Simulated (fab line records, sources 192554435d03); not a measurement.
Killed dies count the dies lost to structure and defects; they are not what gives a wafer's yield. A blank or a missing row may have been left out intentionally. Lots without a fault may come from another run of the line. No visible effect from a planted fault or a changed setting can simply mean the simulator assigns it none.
Struck lot and sound lot, side by side / flow n5-finfet / 43 steps out of a route of 1938
Sound: wafers L972.1, L972.2, L972.5. Struck: wafer L987.3 (left out: L987.5, a lot-mate that was not struck); the cause follows at the end.
At each step with rows: each side's tool, then ch and its chambers, then its first start. Under that, the readings that differ: sound wafers / struck wafers / difference of the means / sigmas: that difference in standard deviations of wafers without a fault.
alike: words and numbers the same on both sides, and readings whose means are apart by under 2 such deviations; not compared: readings that were withheld, readings missing a value for some wafer, numbers with overlapping values and no deviation given by the record, and bounds like >300 which may hide the same value.
A row with sigmas, a row that says differs or no value, or rows on one side alone: a step with any of these is where the two part. When numbers do not overlap yet have no deviation, they are printed without sigmas and do not part them. Lack of a reading on every wafer of one side parts them only where that side has two or more wafers.

N5_HKMG_FIN_CD_MEAS_12 targets a cd of 92.8 nm.
  sound on cd-sem-03 ch 0, day 4 04:03; struck on cd-sem-01 ch 0, day 7 18:35
  alike: cd-nm
N5_HKMG_FIN_OVL_MEAS_13:
  sound on overlay-02 ch 0, day 4 04:05; struck on overlay-01 ch 0, day 7 18:37
  alike: NWFM_OVL
N5_HKMG_FIN_INSPECT_14: inspects for defects (macro).
  sound on defect-inspect-01, day 4 04:06; struck on defect-inspect-02, day 7 18:39
  alike: raw-defect-count
then, 2 steps without rows for these wafers: N5_HKMG_FIN_DESCUM_17 (chemistry O2, time 7.9 s); N5_HKMG_FIN_ETCH_31 (etches SiARC in CF4, target depth 45.5 nm, time 75.8 s).
N5_HKMG_FIN_ETCH_32: etches SOC in N2/H2, target depth 240 nm, time 300 s.
  sound on rie-diel-01 ch 0,1,2, day 4 04:14; struck on rie-diel-05 ch 2, day 7 18:46
  alike: chamber-pressure-mTorr, drypump-motor-current-A, n2-flow-sccm, oes-product-au, rf-vpp-V, showerhead-plenum-p-Torr, throttle-valve-pct
  not compared: rf-hours-counter-h
then, 6 steps without rows for these wafers: N5_HKMG_FIN_STRIP_33 (strips in N2/H2); N5_HKMG_FIN_STRIP_34 (strips in CF4); N5_HKMG_FIN_ETCH_35 (etches SOC in N2/H2, target depth 215.8 nm, time 243.4 s); N5_HKMG_FIN_STRIP_92 (strips SOC in N2/H2, time 20 s); N5_HKMG_FIN_WET_ETCH_18 (etches TiN in SC1, time 55 s, target depth 5.2 nm, rinse time 30 s); N5_HKMG_FIN_STRIP_19 (strips in N2/H2, time 360 s).
N5_HKMG_FIN_ALD_91: deposits TiN, target thk 1 nm, pulse time 1 s, purge time 3 s.
  sound on ald-metal-04 ch 0,3, day 4 05:07; struck on ald-metal-04 ch 1, day 7 19:41
reading=ald-cycles; sound=47 47 47; struck=44; difference=-3; sigmas=
  alike: heater-power-w, precursor-pulse-height-rel
then, 11 steps without rows for these wafers: N5_HKMG_FIN_COAT_85 (time 60 s, resist thk 300 nm); N5_HKMG_FIN_ETCH_86 (etches SOC in N2/H2, stops on TiN, target depth 393.2 nm); N5_HKMG_FIN_STRIP_89 (strips SOC in N2/H2, time 20 s); N5_HKMG_FIN_WET_ETCH_87 (etches TiN in SC1, time 154.2 s, target depth 4.7 nm, rinse time 30 s); N5_HKMG_FIN_STRIP_88 (strips in N2/H2, time 360 s); N5_HKMG_FIN_NWFM_ALD_20 (deposits TiAlC, target thk 2 nm, pulse time 3 s, purge time 2 s); N5_HKMG_FIN_ALD_71 (deposits TiN, target thk 1 nm, pulse time 1 s, purge time 3 s); N5_HKMG_FIN_COAT_66 (time 60 s, resist thk 300 nm); N5_HKMG_FIN_ETCH_67 (etches SOC in N2/H2, stops on TiN, target depth 388.9 nm); N5_HKMG_FIN_STRIP_90 (strips SOC in N2/H2, time 20 s); N5_HKMG_FIN_WET_ETCH_73 (etches the open film in SC1, time 42.3 s, target depth 1.3 nm, rinse time 30 s).
N5_HKMG_FIN_ETCHBACK_68: etches the open film in Cl2/Ar, stops on HfO2, target depth 0.5 nm.
  sound on rie-metal-01 ch 0,1, day 4 06:49; struck on rie-metal-02 ch 0, day 7 21:24
reading=drypump-motor-current-A (A); sound=5.0 5.9 5.0; struck=6.2; difference=+0.9; sigmas=+2
reading=throttle-valve-pct (%); sound=20.79 20.96 20.79; struck=21.34; difference=+0.49; sigmas=+2
  alike: chamber-pressure-mTorr, he-backside-leak-sccm, oes-product-au
  not compared: rf-hours-counter-h
N5_HKMG_FIN_STRIP_69: strips in N2/H2, time 360 s.
  sound on plasma-asher-02 ch 0,1, day 4 06:57; struck on plasma-asher-02 ch 1, day 7 21:37
  alike: drypump-motor-current-A, heater-power-w, n2-flow-sccm
  not compared: rf-hours-counter-h
then, 2 steps without rows for these wafers: N5_HKMG_FIN_ALD_21 (deposits TiN, target thk 1.5 nm, pulse time 1 s, purge time 3 s); N5_HKMG_FIN_ALD_72 (deposits W, target thk 2 nm, pulse time 1 s, purge time 2 s).
N5_HKMG_FIN_W_FILL_22: material W, target thk 60 nm, time 18.2 s.
  sound on cvd-w-01 ch 0,1, day 4 07:46; struck on cvd-w-02 ch 0, day 7 22:19
reading=throttle-valve-pct (%); sound=19.2 19.0 18.6; struck=22.5; difference=+3.6; sigmas=+3
  alike: heater-power-w
then, 3 steps without rows for these wafers: N5_HKMG_FIN_PRECLEAN_83 (cleans in DIW, time 57.5 s); N5_HKMG_FIN_SRD_84 (dry time 32 s); N5_HKMG_FIN_CMP_23 (polishes, stops on SiNx, t overpolish 10 s, target thk 46.326 nm).
N5_HKMG_FIN_CMP_94: polishes, stops on SiNx, t overpolish 4.7 s, target thk 43.299 nm.
  sound on cmp-02 ch 0,1,2, day 4 08:25; struck on cmp-01 ch 2, day 7 22:59
reading=motor-current-A (A); sound=12.7 14.5 12.7; struck=10.5; difference=-2.8; sigmas=-3
  alike: slurry-filter-dp-kPa
N5_HKMG_FIN_INSPECT_28: inspects for defects (darkfield).
  sound on defect-inspect-01, day 4 08:35; struck on defect-inspect-02, day 7 23:07
  alike: raw-defect-count
then, 7 steps without rows for these wafers: N5_GATE_CUT_ETCHBACK_00 (etches W in SF6/Cl2); N5_GATE_CUT_ETCH_56 (etches TiN in Cl2/Ar, target depth 21.6 nm); N5_GATE_CUT_ETCHBACK_30 (etches TiN in Cl2/Ar, target depth 3 nm); N5_GATE_CUT_VAPOR_ETCH_60 (etches HfO2 in BCl3/Cl2); N5_GATE_CUT_ETCH_58 (etches SiNx in CH3F/O2, target depth 17 nm, time 128.6 s); N5_GATE_CUT_STRIP_59 (strips in N2/H2, time 20 s); N5_GATE_CUT_PRECLEAN_31 (cleans in DIW, time 300 s).
-- a jump in the record: the struck wafers' starts before and after are 6 days apart (it breaks off in module GATE_CUT and resumes in module BEOL_M4, where the first step shown is number 1111 of the route) --
N5_BEOL_M4_RC_MEAS_101:
  sound on prober-01 ch 0, day 10 14:47; struck on prober-01 ch 0, day 14 05:28
reading=IOFF_N_LONG (nA/um); sound=5.57e-05 5.49e-05 5.73e-05; struck=6.4e-05; difference=+8.0e-06; sigmas=+3
reading=SS_N (mV/dec); sound=71.4 72.4 73.1; struck=70.7; difference=-1.6; sigmas=-2
reading=VT_N_LONG (mV); sound=276.9 275.3 274.5; struck=268.3; difference=-7.3; sigmas=-4
  alike: DIBL_N, DIBL_P, IOFF_N, IOFF_P, ION_N, ION_P, SS_P, VT_N, VT_P
-- record jumps: 4 days separate the struck wafers' starts on either side; left off in module BEOL_M4, taken up again in module PASSIVATION, whose first shown step is the route's number 1936 --
N5_PASSIVATION_PROBE_49:
  sound on prober-01, day 15 01:04; struck on prober-02, day 18 14:31
reading=defect-limited-yield (%); sound=92.9 90.7 92.7; struck=86.5; difference=-5.6; sigmas=-4
reading=killed_at_M4_up; sound=9 8 14; struck=24; difference=+14; sigmas=+3
reading=killed-at-contacts; sound=11 7 6; struck=29; difference=+21; sigmas=+3
reading=killed-at-front-end; sound=26 32 33; struck=57; difference=+27; sigmas=+2
reading=killed-dies; sound=84 110 86; struck=159; difference=+66; sigmas=+4
reading=killed-open; sound=51 75 58; struck=104; difference=+43; sigmas=+3
reading=sort_bin_5_function (%); sound=3.5 5.2 4.6; struck=6.7; difference=+2.3; sigmas=+2
reading=sort_bin_6_memory (%); sound=3.3 3.7 2.3; struck=4.5; difference=+1.4; sigmas=+2
reading=sort-n-pass; sound=1096 1070 1094; struck=1021; difference=-66; sigmas=-3
reading=sort-yield-pct (%); sound=92.9 90.7 92.7; struck=86.5; difference=-5.6; sigmas=-4
  alike: killed_at_M0_to_M3, killed-at-other, killed-short, sort_bin_4_leakage, sort_bin_8_speed

## WHERE THEY PART
Last at N5_PASSIVATION_PROBE_49 as far as this record goes, first at N5_HKMG_FIN_ETCHBACK_68.

WHY: whatever the simulator had introduced
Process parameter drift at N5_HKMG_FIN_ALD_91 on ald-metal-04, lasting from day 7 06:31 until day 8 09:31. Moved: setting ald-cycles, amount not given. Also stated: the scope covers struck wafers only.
